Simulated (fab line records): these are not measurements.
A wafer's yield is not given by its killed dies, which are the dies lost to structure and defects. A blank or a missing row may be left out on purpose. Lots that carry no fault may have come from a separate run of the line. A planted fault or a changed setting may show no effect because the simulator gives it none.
A struck lot beside a sound one ; flow n5-finfet ; 13 steps out of a route of 1938
Sound: wafers L442.2, L442.3, L442.4. Wafers L435.1, L435.2, L435.5 were the ones struck. The cause is named last.
At each step with rows: each side's tool, then ch and its chambers, then its first start. Under that, the readings that differ: sound wafers ; struck wafers ; difference of the means ; sigmas: that difference in standard deviations of wafers without a fault.
alike: same words and numbers on both sides, and readings whose means sit less than 2 such deviations apart. not compared: any withheld reading, any reading some wafer has no value for, any bound like >300 that may hide the same value, and any number with overlapping values for which the record gives no deviation.
The two part at a step that has a row with sigmas, a row that says differs or no value, or rows on one side only. Numbers that don't overlap but have no deviation are shown without sigmas and don't part them. Lack of a reading on every wafer of one side parts them only where that side has two or more wafers.

first, 9 steps without rows for these wafers: N5_BEOL_M2_EBR_24; N5_BEOL_M2_SOFTBAKE_23 (time 60 s); N5_BEOL_M2_EXPOSE_25 (exposes mask V1, defocus 5 nm); N5_BEOL_M2_PEB_26 (peb time 60 s); N5_BEOL_M2_DEVELOP_27 (develop time 30 s); N5_BEOL_M2_DESCUM_33 (chemistry O2, time 7 s); N5_BEOL_M2_ETCH_77 (etches underlayer in N2/H2, target depth 6.5 nm, time 5.2 s); N5_BEOL_M2_ETCH_69 (etches SiARC in CF4, target depth 15.6 nm, time 26 s); N5_BEOL_M2_ALD_98 (deposits SiO2, target thk 2.5 nm, pulse time 1 s, co reactant pulse time 1 s).
N5_BEOL_M2_ETCHBACK_99: etches SiO2 in CHF3, target depth 5 nm, time 10.4 s.
  sound on rie-diel-01 ch 1,2,3, day 12 05:07; struck on rie-diel-05 ch 0,1,3, day 12 07:40
  no value came back on the struck wafers for any of 8 readings (CHF3_flow_sccm (sccm), bias-w (W) and others); on the sound wafers CHF3_flow_sccm (sccm) reads 11.97 12.02 12.01
reading;sound;struck;difference;sigmas
model.CAR-EUV_of_BEOL_M2_COAT_22.thk-nm (nm);10.4 10.2 10.4;11 10.8 11;+1;
then, 1 step without rows for these wafers: N5_BEOL_M2_ETCH_70 (etches SOC in N2/H2, target depth 80 nm, overetch 24 nm, time 130 s).
N5_BEOL_M4_RC_MEAS_101:
  the record has rows for the sound wafers here (prober-02 ch 0, day 14 00:24) and none for the struck ones
-- a jump in the record: the struck wafers' starts before and after are 7 days apart (it breaks off in module BEOL_M4 and resumes in module PASSIVATION, where the first step shown is number 1936 of the route) --
N5_PASSIVATION_PROBE_49:
  struck on prober-02, day 18 20:24; sound on prober-02, day 19 06:43
reading;sound;struck;difference;sigmas
defect-limited-yield (%);91.4 89.4 91.3;0 0 0;-91;-65
killed_at_M0_to_M3;29 37 32;1119 1139 1107;+1089;+99 or more
killed-dies;101 125 103;1180 1180 1180;+1070;+63
killed-on-rim;12 15 12;152 152 152;+139;+37
sort_bin_5_function (%);4.7 6.3 4.7;96.6 97.5 96.0;+91.5;+93
sort-n-pass;1079 1055 1077;0 0 0;-1070;-63
sort-yield-pct (%);91.4 89.4 91.3;0 0 0;-91;-65
  alike: killed_at_M4_up, killed-at-contacts, killed-at-front-end, killed-at-other, killed-open, killed-short, sort_bin_6_memory

== WHERE THEY PART ==
Last at N5_PASSIVATION_PROBE_49 as far as this record goes, first at N5_BEOL_M2_ETCHBACK_99.

WHY: what had been put in by the simulator
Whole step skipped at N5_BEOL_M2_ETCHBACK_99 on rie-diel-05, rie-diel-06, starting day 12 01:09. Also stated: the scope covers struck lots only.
